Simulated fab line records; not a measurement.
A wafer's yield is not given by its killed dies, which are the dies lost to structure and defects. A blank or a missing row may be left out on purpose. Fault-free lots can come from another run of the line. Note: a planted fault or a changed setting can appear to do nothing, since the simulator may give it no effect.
A struck lot beside a sound one | flow nand harc | 13 steps out of a route of 1302
Sound: wafers L930.2, L930.3, L930.5. Wafers L939.3, L939.4, L939.5 were the ones struck. The cause is given at the end.
For every step that has rows: the tool of each side, followed by ch and its chambers, followed by its first start. Under that, the readings that differ: sound wafers | struck wafers | difference of the means | sigmas: that difference in standard deviations of wafers without a fault.
alike: readings whose means differ by less than 2 such deviations, and words and numbers that are the same on both sides. not compared: withheld readings, readings that some wafer has no value for, bounds like >300 that may hide the same value, and numbers for which the record gives no deviation and whose values overlap.
Wherever a step has rows on one side only, a row that says differs or no value, or a row with sigmas, the two part there. Non-overlapping numbers with no deviation appear without sigmas and do not part them. Lack of a reading on every wafer of one side parts them only where that side has two or more wafers.

NHARC_A_STAIRCASE_TRIM_12: chemistry O2, time 211.2 s.
  sound on rie diel-02 ch 0,2,3, day 18 17:28; struck on rie diel-02 ch 0,2,3, day 22 21:29
  alike: drypump motor current A, oes product au, rf vpp V, showerhead plenum p Torr, throttle valve pct
  not compared: rf hours counter h
then, 1 step without rows for these wafers: NHARC_A_STAIRCASE_ETCH_13 (etches the open film in C4F8/O2, target depth 100 nm, time 40.5 s).
NHARC_A_STAIRCASE_TRIM_14: chemistry O2, time 211.2 s.
  sound on rie diel-02 ch 1,3; struck on rie diel-02 ch 1,3
  alike: drypump motor current A, oes product au, rf vpp V, showerhead plenum p Torr, throttle valve pct
  not compared: rf hours counter h
NHARC_A_STAIRCASE_ETCH_15: etches the open film in C4F8/O2, target depth 100 nm, time 40.5 s.
  sound on rie diel-02 ch 1,3; struck on rie diel-02 ch 2,3
  alike: oes product au, rf fwd power W, rf vpp V
  not compared: rf hours counter h
NHARC_A_STAIRCASE_TRIM_16: chemistry O2, time 211.2 s.
  sound on rie diel-02 ch 0,2; struck on rie diel-02 ch 2,3
  alike: drypump motor current A, oes product au, rf vpp V, showerhead plenum p Torr, throttle valve pct
  not compared: rf hours counter h
then, 3 steps without rows for these wafers: NHARC_A_STAIRCASE_ETCH_17 (etches the open film in C4F8/O2, target depth 100 nm, time 40.5 s); NHARC_A_STAIRCASE_TRIM_18 (chemistry O2, time 211.2 s); NHARC_A_STAIRCASE_ETCH_19 (etches the open film in C4F8/O2, target depth 100 nm, time 40.5 s).
NHARC_A_STAIRCASE_TRIM_20: chemistry O2, time 211.2 s.
  sound on rie diel-02 ch 0,2,3, day 18 18:38; struck on rie diel-02 ch 0,1, day 22 22:35
  alike: drypump motor current A, oes product au, rf vpp V, showerhead plenum p Torr, throttle valve pct
  not compared: rf hours counter h
then, 2 steps without rows for these wafers: NHARC_A_STAIRCASE_ETCH_21 (etches the open film in C4F8/O2, target depth 100 nm, time 40.5 s); NHARC_A_STAIRCASE_TRIM_22 (chemistry O2, time 211.2 s).
NHARC_A_STAIRCASE_ETCH_23: etches the open film in C4F8/O2, target depth 100 nm, time 40.5 s.
  sound on rie diel-02 ch 0,2, day 18 19:04; struck on rie diel-02 ch 0,2,3, day 22 23:26
  reading               | sound             | struck            | difference | sigmas
  oes product au (a.u.) | 0.929 0.950 0.932 | 1.167 1.148 1.139 | +0.214     | +16
  rf fwd power W (W)    | 593 586 594       | 828 834 834       | +241       | +73
  alike: rf vpp V
  not compared: rf hours counter h
then, 1 step without rows for these wafers: NHARC_A_STAIRCASE_TRIM_24 (chemistry O2, time 211.2 s).

== WHERE THEY PART ==
Within this record, at NHARC_A_STAIRCASE_ETCH_23 only.

WHY: what the simulator had put in
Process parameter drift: rie diel-02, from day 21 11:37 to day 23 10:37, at NHARC_A_STAIRCASE_ETCH_23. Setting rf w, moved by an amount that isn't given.
